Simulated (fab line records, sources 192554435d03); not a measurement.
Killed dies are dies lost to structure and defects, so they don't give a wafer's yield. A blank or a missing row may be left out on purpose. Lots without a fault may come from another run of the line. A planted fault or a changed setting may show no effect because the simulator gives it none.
fab line records | flow n5_finfet | part 1 of 2: steps 1 to 19 of 27
record lots=5 wafers=15 last_day=16
route steps=1938 shown BEOL_M15@1799
lots that met no fault: from a run of the same line without faults
start_h: hours from the record's first day to the start of the lot's first wafer shown | wait_h: hours since the lot's step before | " the same as in the row above | L1.1+2: a row that stands for several wafers | - no value, or no start given | * or withheld: withheld | < > ~ a bound
route shown NAME@n: a module of which the file shows steps, and the number in the route of the first | usual: mean/standard deviation of fault-free wafers | same: alike in all rows | chamber/n: place in a boat | sites: the reading at each site | _std_site: their standard deviation | _edge_site: outer sites' mean less inner sites' | radius_mm: how far each site lies from the wafer's centre | mask NAME#n: copy n | behind: the tool/chamber that last shaped the wafer | hold: why the lot was held/for how many hours/how that ended | device: the transistor (n, p or np) that didn't switch | end of line: the same wafers' tests at the end of the route | a step without rows: its recipe alone | killed: dies lost to structure and defects at the first sort, not the wafer's yield | map: a wafer's dies, x killed, . not, _ none there
set.NAME: the setting as run; set.NAME@STEP: as run at that earlier step | model.NAME: the simulator's own value behind a step, which no gauge read
lots at some steps of the route; a table a step, a row a wafer
services: from which hour (start_h, from the record's first day; less than 0 if before it) a tool's chamber was out of use, for how many hours, and why
## steps
# step N5_BEOL_M15_SOFTBAKE_23
# recipe temp_c=130 time_s=60
# usual chill_plate_temp_C=23.00/0.13
# columns lot.wafer tool chamber start_h wait_h chill_plate_temp_C
L080.3 litho_track-03 0 - - 23.15
L080.5 " 0 " " 23.12
L080.6 " 0 " " 23.14
L082.3 litho_track-01 0 - - 22.82
L082.4 " 0 " " 22.83
L082.5 " 0 " " 22.79
L085.2 litho_track-03 0 - - 23.07
L085.4 " 0 " " 23.18
L085.6 " 0 " " 23.24
L088.2 litho_track-04 0 - - 22.90
L088.4 " 0 " " 23.26
L088.5 " 0 " " 23.05
L095.2 litho_track-04 0 - - 22.80
L095.4 " 0 " " 22.92
L095.6 " 0 " " 22.86
# step N5_BEOL_M15_EXPOSE_25
# recipe mask_id=M15 na=0.8 source_shape=annular sigma_inner=0.5 sigma_outer=0.8 polarization=unpolarized target_cd_nm=400 dose_mj=35.5
# usual stage_vel_mm_s=499.99/0.23
# columns lot.wafer tool chamber start_h wait_h mask stage_vel_mm_s
L080.3 krf_scanner-01 0 284.13 - M15#0 500.00
L080.5 " 0 " " M15#0 500.24
L080.6 " 0 " " M15#0 500.02
L082.3 krf_scanner-02 0 288.48 - M15#0 500.03
L082.4 " 0 " " M15#0 500.00
L082.5 " 0 " " M15#0 499.99
L085.2 krf_scanner-02 0 309.36 - M15#0 499.89
L085.4 " 0 " " M15#0 500.27
L085.6 " 0 " " M15#0 499.79
L088.2 krf_scanner-02 0 343.25 - M15#0 499.94
L088.4 " 0 " " M15#0 500.20
L088.5 " 0 " " M15#0 500.12
L095.2 krf_scanner-02 0 374.55 - M15#0 500.29
L095.4 " 0 " " M15#0 499.83
L095.6 " 0 " " M15#0 500.11
# step N5_BEOL_M15_PEB_26
# recipe peb_temp_c=130 peb_time_s=90
# usual chill_plate_temp_C=23.00/0.11
# columns lot.wafer tool chamber start_h wait_h chill_plate_temp_C
L080.3 litho_track-03 0 284.17 0.0 22.85
L080.5 " 0 " " 23.05
L080.6 " 0 " " 23.00
L082.3 litho_track-04 0 288.53 0.0 23.17
L082.4 " 0 " " 23.22
L082.5 " 0 " " 23.25
L085.2 litho_track-04 0 309.41 0.0 23.16
L085.4 " 0 " " 23.12
L085.6 " 0 " " 23.04
L088.2 litho_track-04 0 343.31 0.0 23.00
L088.4 " 0 " " 22.92
L088.5 " 0 " " 23.15
L095.2 litho_track-01 0 374.60 0.0 22.93
L095.4 " 0 " " 22.83
L095.6 " 0 " " 23.04
# step N5_BEOL_M15_DEVELOP_27
# recipe develop_time_s=45 rinse_liquid=diw dry=air_spin dev_temp_c=21
# usual chill_plate_temp_C=23.02/0.11
# columns lot.wafer tool chamber start_h wait_h chill_plate_temp_C
L080.3 litho_track-03 0 - - 23.05
L080.5 " 0 " " 23.17
L080.6 " 0 " " 22.96
L082.3 litho_track-04 0 - - 23.23
L082.4 " 0 " " 23.06
L082.5 " 0 " " 23.09
L085.2 litho_track-04 0 - - 22.88
L085.4 " 0 " " 23.01
L085.6 " 0 " " 23.06
L088.2 litho_track-04 0 - - 22.96
L088.4 " 0 " " 23.13
L088.5 " 0 " " 22.98
L095.2 litho_track-01 0 - - 23.06
L095.4 " 0 " " 23.15
L095.6 " 0 " " 23.15
# step N5_BEOL_M15_HARDBAKE_32
# recipe temp_c=130 time_s=120
# usual chill_plate_temp_C=23.01/0.085
# columns lot.wafer tool chamber start_h wait_h chill_plate_temp_C
L080.3 litho_track-03 0 - - 22.95
L080.5 " 0 " " 22.97
L080.6 " 0 " " 23.21
L082.3 litho_track-04 0 - - 22.93
L082.4 " 0 " " 22.85
L082.5 " 0 " " 22.83
L085.2 litho_track-04 0 - - 22.88
L085.4 " 0 " " 23.07
L085.6 " 0 " " 22.90
L088.2 litho_track-04 0 - - 22.95
L088.4 " 0 " " 23.04
L088.5 " 0 " " 23.02
L095.2 litho_track-01 0 - - 22.94
L095.4 " 0 " " 22.84
L095.6 " 0 " " 22.84
# step N5_BEOL_M15_CD_MEAS_28
# recipe target_cd_nm=407.6 landing_energy_ev=500 detector=se_inlens
# usual cd_nm=406.5/2
# columns lot.wafer tool chamber start_h wait_h cd_nm
L080.3 cd_sem-02 0 284.29 - 411.9
L080.5 " 0 " " 410.7
L080.6 " 0 " " 408.3
L082.3 cd_sem-03 0 288.65 - 403.6
L082.4 " 0 " " 404.6
L082.5 " 0 " " 406.7
L085.2 cd_sem-02 0 309.53 - 407.2
L085.4 " 0 " " 409.1
L085.6 " 0 " " 406.7
L088.2 cd_sem-03 0 343.42 - 405.1
L088.4 " 0 " " 408.5
L088.5 " 0 " " 406.9
L095.2 cd_sem-01 0 374.72 - 408.6
L095.4 " 0 " " 409.9
L095.6 " 0 " " 406.4
# step N5_BEOL_M15_OVL_MEAS_29
# recipe points_per_wafer=44
# usual M15_OVL=2/5.3
# columns lot.wafer tool chamber start_h wait_h M15_OVL[nm]
L080.3 overlay-01 0 284.32 0.0 2
L080.5 " 0 " " 9
L080.6 " 0 " " 3
L082.3 overlay-01 0 288.68 0.0 -1
L082.4 " 0 " " 0
L082.5 " 0 " " -1
L085.2 overlay-02 0 309.55 0.0 -9
L085.4 " 0 " " -5
L085.6 " 0 " " -10
L088.2 overlay-02 0 343.45 0.0 -10
L088.4 " 0 " " -9
L088.5 " 0 " " 5
L095.2 overlay-01 0 374.75 0.0 6
L095.4 " 0 " " 5
L095.6 " 0 " " 7
# step N5_BEOL_M15_INSPECT_30
# recipe mode=adi inspect_instrument=macro
# usual raw_defect_count=2.2/1.6
# columns lot.wafer tool chamber start_h wait_h raw_defect_count
L080.3 defect_inspect-02 - 284.34 0.0 1
L080.5 " - " " 5
L080.6 " - " " 2
L082.3 defect_inspect-01 - 288.70 0.0 4
L082.4 " - " " 1
L082.5 " - " " 5
L085.2 defect_inspect-01 - 309.58 0.0 2
L085.4 " - " " 2
L085.6 " - " " 2
L088.2 defect_inspect-01 - 343.47 0.0 3
L088.4 " - " " 4
L088.5 " - " " 4
L095.2 defect_inspect-01 - 374.77 0.0 4
L095.4 " - " " 4
L095.6 " - " " 0
# step N5_BEOL_M15_DESCUM_33
# recipe chemistry=O2 time_s=7.9 source_power_w=50 bias_power_w=20 pressure_mtorr=20 rf_frequency_hz=2.712e+07 temp_c=40 o2_flow_sccm=225
# usual drypump_motor_current_A=5.5/0.41 oes_product_au=0.78/0.064 rf_vpp_V=243.0/1.5 showerhead_plenum_p_Torr=2.08/0.09 throttle_valve_pct=20.34/0.2
# columns lot.wafer tool chamber start_h wait_h drypump_motor_current_A oes_product_au rf_hours_counter_h rf_vpp_V showerhead_plenum_p_Torr throttle_valve_pct
L080.3 rie_diel-06 3 284.38 0.0 5.9 0.77 170 240.7 1.91 20.11
L080.5 " 0 " " 5.7 0.88 - 243.2 2.11 20.10
L080.6 " 3 " " 5.9 0.76 - 239.4 1.91 20.12
L082.3 rie_diel-06 0 289.19 0.5 5.6 0.87 50 243.6 2.11 20.11
L082.4 " 2 " " 5.4 0.78 126 244.5 2.22 20.49
L082.5 " 0 " " 5.7 0.88 - 244.3 2.11 20.10
L085.2 rie_diel-02 2 309.71 0.1 5.9 0.69 241 242.4 2.04 20.57
L085.4 " 1 " " 6.0 0.74 187 241.5 1.98 20.05
L085.6 " 1 " " 6.0 0.74 - 241.8 1.98 20.05
L088.2 rie_diel-05 3 343.80 0.3 5.2 0.78 95 243.5 2.12 20.46
L088.4 " 0 " " 6.0 0.79 119 242.7 2.10 20.35
L088.5 " 3 " " 5.2 0.77 - 244.3 2.12 20.47
L095.2 rie_diel-06 3 374.88 0.1 5.9 0.74 196 240.6 1.91 20.16
L095.4 " 1 " " 4.7 0.85 32 241.5 2.05 20.17
L095.6 " 3 " " 5.9 0.74 - 239.3 1.91 20.15
# step N5_BEOL_M15_ETCH_61
# recipe chemistry=N2/H2 target=BARC target_depth_a=890 overetch_a=267 time_s=67.9 ion_energy_ev=200 pressure_mtorr=30 source_w=840 bias_w=150 n2_flow_sccm=200 h2_flow_sccm=200
# usual drypump_motor_current_A=5.6/0.41 oes_product_au=0.67/0.055 rf_vpp_V=523.7/2.9 showerhead_plenum_p_Torr=2.53/0.11 throttle_valve_pct=17.79/0.23
# columns lot.wafer tool chamber start_h wait_h drypump_motor_current_A oes_product_au rf_hours_counter_h rf_vpp_V showerhead_plenum_p_Torr throttle_valve_pct
L080.3 rie_diel-06 3 284.42 0.0 5.9 0.64 170 517.6 2.32 17.52
L080.5 " 0 " " 5.7 0.75 - 526.7 2.59 17.60
L080.6 " 3 " " 5.9 0.65 - 517.4 2.32 17.52
L082.3 rie_diel-06 0 289.23 0.0 5.7 0.74 50 525.4 2.59 17.61
L082.4 " 2 " " 5.4 0.67 126 527.5 2.66 17.79
L082.5 " 0 " " 5.7 0.75 - 524.3 2.59 17.61
L085.2 rie_diel-02 2 309.74 0.0 5.9 0.61 241 523.2 2.49 18.02
L085.4 " 1 " " 6.0 0.62 187 521.1 2.41 17.58
L085.6 " 1 " " 6.0 0.63 - 521.4 2.41 17.56
L088.2 rie_diel-05 3 343.84 0.0 5.2 0.69 95 524.9 2.59 18.04
L088.4 " 0 " " 6.0 0.67 119 523.8 2.57 17.84
L088.5 " 3 " " 5.2 0.69 - 525.6 2.59 18.03
L095.2 rie_diel-06 3 374.92 0.0 5.9 0.63 196 518.0 2.31 17.55
L095.4 " 1 " " 4.7 0.74 32 525.1 2.47 17.47
L095.6 " 3 " " 5.9 0.63 - 517.4 2.31 17.55
# step N5_BEOL_M15_TRENCH_ETCH_34
# recipe chemistry=C4F8/O2/Ar target=SiO2 target_depth_a=8729.3 he_inner_torr=15 he_outer_torr=30 time_s=199 ion_energy_ev=800 pressure_mtorr=20 source_w=1905 bias_w=2040 Ar_flow_sccm=400 C4F8_flow_sccm=16 O2_flow_sccm=12
# usual drypump_motor_current_A=5.6/0.41 mfc_ar_sccm=400.0/1.2 oes_product_au=0.78/0.065 rf_vpp_V=2186/59 showerhead_plenum_p_Torr=3.43/0.12 throttle_valve_pct=30.82/0.21
# columns lot.wafer tool chamber start_h wait_h drypump_motor_current_A mfc_ar_sccm oes_product_au rf_hours_counter_h rf_vpp_V showerhead_plenum_p_Torr throttle_valve_pct
L080.3 rie_diel-06 3 284.47 0.0 5.9 400.8 0.77 170 2122 3.18 30.70
L080.5 " 0 " " 5.7 398.8 0.87 - 2246 3.49 30.76
L080.6 " 3 " " 5.9 402.1 0.77 - 2122 3.18 30.68
L082.3 rie_diel-06 0 289.28 0.0 5.6 401.0 0.87 50 2245 3.49 30.78
L082.4 " 2 " " 5.4 397.2 0.79 126 2180 3.58 30.74
L082.5 " 0 " " 5.7 399.1 0.87 - 2247 3.49 30.75
L085.2 rie_diel-02 2 309.79 0.0 5.9 398.2 0.68 241 2139 3.37 30.99
L085.4 " 1 " " 6.1 399.8 0.74 187 2119 3.31 30.71
L085.6 " 1 " " 6.1 399.0 0.74 - 2121 3.31 30.69
L088.2 rie_diel-05 3 343.89 0.0 5.2 398.0 0.77 95 2260 3.47 30.90
L088.4 " 0 " " 6.1 398.1 0.79 119 2235 3.44 30.70
L088.5 " 3 " " 5.2 401.0 0.78 - 2261 3.47 30.90
L095.2 rie_diel-06 3 374.97 0.0 5.9 401.5 0.75 196 2123 3.17 30.72
L095.4 " 1 " " 4.7 400.7 0.87 32 2111 3.37 30.52
L095.6 " 3 " " 5.9 398.6 0.74 - 2121 3.17 30.71
# step N5_BEOL_M15_STRIP_36
# recipe chemistry=O2 power_w=600 temp_c=60 pressure_mtorr=30 rf_frequency_hz=6e+07 bias_power_w=0 overash_fraction=0.3 o2_flow_sccm=225
# usual drypump_motor_current_A=5.5/0.41 oes_product_au=0.79/0.057 rf_vpp_V=3.6/0.94 showerhead_plenum_p_Torr=2.10/0.087 throttle_valve_pct=16.60/0.16
# columns lot.wafer tool chamber start_h wait_h drypump_motor_current_A oes_product_au rf_hours_counter_h rf_vpp_V showerhead_plenum_p_Torr throttle_valve_pct
L080.3 rie_diel-06 2 288.91 4.2 5.4 0.79 126 3.1 2.22 16.72
L080.5 " 0 " " 5.7 0.88 - 3.3 2.11 16.36
L080.6 " 3 " " 5.9 0.76 - 2.6 1.92 16.41
L082.3 rie_diel-05 3 289.56 0.1 5.2 0.80 79 3.1 2.13 16.66
L082.4 " 0 " " 6.1 0.79 102 4.4 2.11 16.58
L082.5 " 0 " " 6.1 0.79 - 3.7 2.11 16.61
L085.2 rie_diel-02 0 313.61 3.6 5.0 0.71 211 3.5 2.09 16.80
L085.4 " 1 " " 6.0 0.75 187 3.6 1.98 16.42
L085.6 " 2 " " 5.9 0.69 - 6.1 2.05 16.79
L088.2 rie_diel-06 0 344.12 0.0 5.6 0.86 66 3.6 2.10 16.37
L088.4 " 3 " " 5.9 0.75 185 3.8 1.91 16.43
L088.5 " 1 " " 4.7 0.87 - 4.3 2.06 16.40
L095.2 rie_diel-05 2 377.77 2.6 5.1 0.76 125 2.4 2.20 16.63
L095.4 " 0 " " 6.0 0.78 130 3.6 2.10 16.60
L095.6 " 0 " " 6.0 0.77 - 3.8 2.10 16.65
# step N5_BEOL_M15_STRIP_62
# recipe chemistry=O2 power_w=600 temp_c=60 pressure_mtorr=30 rf_frequency_hz=6e+07 bias_power_w=0 overash_fraction=0.3 o2_flow_sccm=225
# usual drypump_motor_current_A=5.5/0.41 oes_product_au=0.79/0.058 rf_vpp_V=3.6/0.45 showerhead_plenum_p_Torr=2.10/0.087 throttle_valve_pct=16.60/0.16
# columns lot.wafer tool chamber start_h wait_h drypump_motor_current_A oes_product_au rf_hours_counter_h rf_vpp_V showerhead_plenum_p_Torr throttle_valve_pct
L080.3 rie_diel-06 2 - - 5.4 0.79 126 3.4 2.22 16.72
L080.5 " 0 " " 5.6 0.89 - 3.4 2.11 16.34
L080.6 " 3 " " 5.9 0.77 - 3.5 1.92 16.41
L082.3 rie_diel-05 3 - - 5.2 0.80 79 3.4 2.13 16.63
L082.4 " 0 " " 6.1 0.79 102 2.9 2.11 16.61
L082.5 " 0 " " 6.0 0.80 - 3.4 2.11 16.61
L085.2 rie_diel-02 0 - - 5.0 0.71 211 3.4 2.09 16.80
L085.4 " 1 " " 6.0 0.75 187 3.4 1.98 16.39
L085.6 " 2 " " 5.9 0.68 - 3.2 2.05 16.83
L088.2 rie_diel-06 0 - - 5.7 0.85 66 3.2 2.10 16.39
L088.4 " 3 " " 5.9 0.76 185 2.8 1.91 16.43
L088.5 " 1 " " 4.7 0.89 - 3.7 2.06 16.41
L095.2 rie_diel-05 2 - - 5.1 0.77 125 3.4 2.20 16.62
L095.4 " 0 " " 6.0 0.78 130 2.9 2.10 16.63
L095.6 " 0 " " 6.0 0.77 - 3.2 2.10 16.64
# step N5_BEOL_M15_STRIP_37
# recipe chemistry=O2 power_w=600 temp_c=60 pressure_mtorr=30 rf_frequency_hz=6e+07 bias_power_w=0 overash_fraction=0.3 o2_flow_sccm=225
# usual drypump_motor_current_A=5.5/0.41 oes_product_au=0.79/0.058 rf_vpp_V=3.6/0.57 showerhead_plenum_p_Torr=2.10/0.087 throttle_valve_pct=16.60/0.16
# columns lot.wafer tool chamber start_h wait_h drypump_motor_current_A oes_product_au rf_hours_counter_h rf_vpp_V showerhead_plenum_p_Torr throttle_valve_pct
L080.3 rie_diel-06 2 - - 5.4 0.80 126 2.5 2.22 16.75
L080.5 " 0 " " 5.6 0.88 - 4.2 2.11 16.35
L080.6 " 3 " " 5.9 0.77 - 4.3 1.92 16.40
L082.3 rie_diel-05 3 - - 5.2 0.80 79 3.4 2.13 16.62
L082.4 " 0 " " 6.1 0.79 102 3.3 2.11 16.60
L082.5 " 0 " " 6.0 0.79 - 2.4 2.11 16.60
L085.2 rie_diel-02 0 - - 5.1 0.71 211 3.4 2.09 16.82
L085.4 " 1 " " 6.0 0.75 187 3.7 1.98 16.37
L085.6 " 2 " " 5.9 0.68 - 3.2 2.05 16.81
L088.2 rie_diel-06 0 - - 5.7 0.85 66 4.4 2.10 16.37
L088.4 " 3 " " 5.9 0.75 185 3.5 1.91 16.42
L088.5 " 1 " " 4.7 0.87 - 4.2 2.06 16.40
L095.2 rie_diel-05 2 - - 5.1 0.77 125 3.2 2.20 16.60
L095.4 " 0 " " 6.1 0.77 130 2.8 2.10 16.65
L095.6 " 0 " " 6.0 0.77 - 3.6 2.10 16.64
# step N5_BEOL_M15_ETCH_38
# recipe chemistry=CF4/N2 target=SiCN target_depth_a=1064 taper_deg=2 time_s=120.5 ion_energy_ev=150 mask_material=SiO2 pressure_mtorr=40 source_w=430 bias_w=70 Ar_flow_sccm=100 cf4_flow_sccm=60 n2_flow_sccm=60
# usual drypump_motor_current_A=5.5/0.41 mfc_ar_sccm=99.95/0.3 oes_product_au=0.79/0.058 rf_vpp_V=382.4/2.1 showerhead_plenum_p_Torr=2.21/0.08 throttle_valve_pct=15.36/0.12
# columns lot.wafer tool chamber start_h wait_h drypump_motor_current_A mfc_ar_sccm oes_product_au rf_hours_counter_h rf_vpp_V showerhead_plenum_p_Torr throttle_valve_pct
L080.3 rie_diel-06 2 - - 5.4 99.87 0.81 126 384.6 2.30 15.35
L080.5 " 0 " " 5.6 99.44 0.87 - 383.5 2.25 15.24
L080.6 " 3 " " 5.9 100.26 0.77 - 378.6 2.03 15.23
L082.3 rie_diel-05 3 - - 5.2 100.10 0.79 79 381.8 2.23 15.33
L082.4 " 0 " " 6.1 99.61 0.80 102 382.3 2.21 15.37
L082.5 " 0 " " 6.0 99.84 0.79 - 382.0 2.21 15.36
L085.2 rie_diel-02 0 - - 5.1 99.70 0.71 211 382.1 2.19 15.54
L085.4 " 1 " " 6.0 99.67 0.75 187 380.7 2.11 15.28
L085.6 " 2 " " 5.9 99.47 0.68 - 381.7 2.15 15.57
L088.2 rie_diel-06 0 - - 5.6 99.97 0.85 66 383.5 2.24 15.29
L088.4 " 3 " " 5.9 100.32 0.76 185 377.0 2.03 15.26
L088.5 " 1 " " 4.7 100.33 0.89 - 381.2 2.16 15.16
L095.2 rie_diel-05 2 - - 5.1 99.54 0.78 125 386.4 2.30 15.30
L095.4 " 0 " " 6.1 100.58 0.78 130 382.9 2.20 15.42
L095.6 " 0 " " 6.1 99.83 0.78 - 382.3 2.20 15.42
# step N5_BEOL_M15_PRECLEAN_39
# recipe chemistry=residue_remover time_s=60 temp_c=40
# columns lot.wafer tool chamber start_h wait_h
L080.3+5+6 wet_bench-06 4,6,0 289.18 -
L082.3+4+5 wet_bench-01 6,0,1 289.84 -
L085.2+4+6 wet_bench-01 5,6,3 313.89 -
L088.2+4+5 wet_bench-06 1,5,0 344.40 -
L095.2+4+6 wet_bench-01 3,1,4 378.05 -
# step N5_BEOL_M15_SRD_40
# recipe time_s=30 temp_c=23 rinse_liquid=diw dry=n2_spin spin_rpm=1500 dry_time_s=30
# columns lot.wafer tool chamber start_h wait_h
L080.3+5+6 wet_bench-06 4,6,0 289.20 0.0
L082.3+4+5 wet_bench-01 6,0,1 289.88 0.0
L085.2+4+6 wet_bench-01 5,6,3 313.91 0.0
L088.2+4+5 wet_bench-06 1,5,0 344.42 0.0
L095.2+4+6 wet_bench-01 3,1,4 378.07 0.0
# step N5_BEOL_M15_DEGAS_41
# recipe ambient=vacuum temp_c=300 time_s=60
# usual heater_power_w=448/53 susceptor_temp_C=299.99/0.18
# columns lot.wafer tool chamber start_h wait_h heater_power_w susceptor_temp_C
L080.3 pvd_sputter-01 - 289.27 0.0 502 300.01
L080.5 " - " " 414 300.00
L080.6 " - " " 494 300.26
L082.3 pvd_sputter-02 - 290.31 0.4 397 300.13
L082.4 " - " " 495 299.95
L082.5 " - " " 407 300.28
L085.2 pvd_sputter-02 - 314.30 0.4 407 300.20
L085.4 " - " " 390 299.90
L085.6 " - " " 389 299.71
L088.2 pvd_sputter-02 - 344.55 0.1 403 300.28
L088.4 " - " " 492 300.31
L088.5 " - " " 405 299.87
L095.2 pvd_sputter-01 - 378.39 0.3 403 299.92
L095.4 " - " " 417 299.85
L095.6 " - " " 487 300.02
# step N5_BEOL_M15_PRE_CLEAN_42
# recipe gas=H2/He time_s=30 temp_c=300
# usual heater_power_w=448/54 susceptor_temp_C=300.00/0.21
# columns lot.wafer tool chamber start_h wait_h heater_power_w susceptor_temp_C
L080.3 pvd_sputter-01 - 289.31 0.0 507 300.31
L080.5 " - " " 408 299.90
L080.6 " - " " 484 300.09
L082.3 pvd_sputter-02 - 290.35 0.0 405 300.25
L082.4 " - " " 484 299.95
L082.5 " - " " 408 300.11
L085.2 pvd_sputter-02 - 314.34 0.0 397 300.23
L085.4 " - " " 388 300.05
L085.6 " - " " 401 299.91
L088.2 pvd_sputter-02 - 344.59 0.0 402 299.99
L088.4 " - " " 496 299.87
L088.5 " - " " 391 300.03
L095.2 pvd_sputter-01 - 378.43 0.0 396 299.77
L095.4 " - " " 422 299.60
L095.6 " - " " 468 299.98
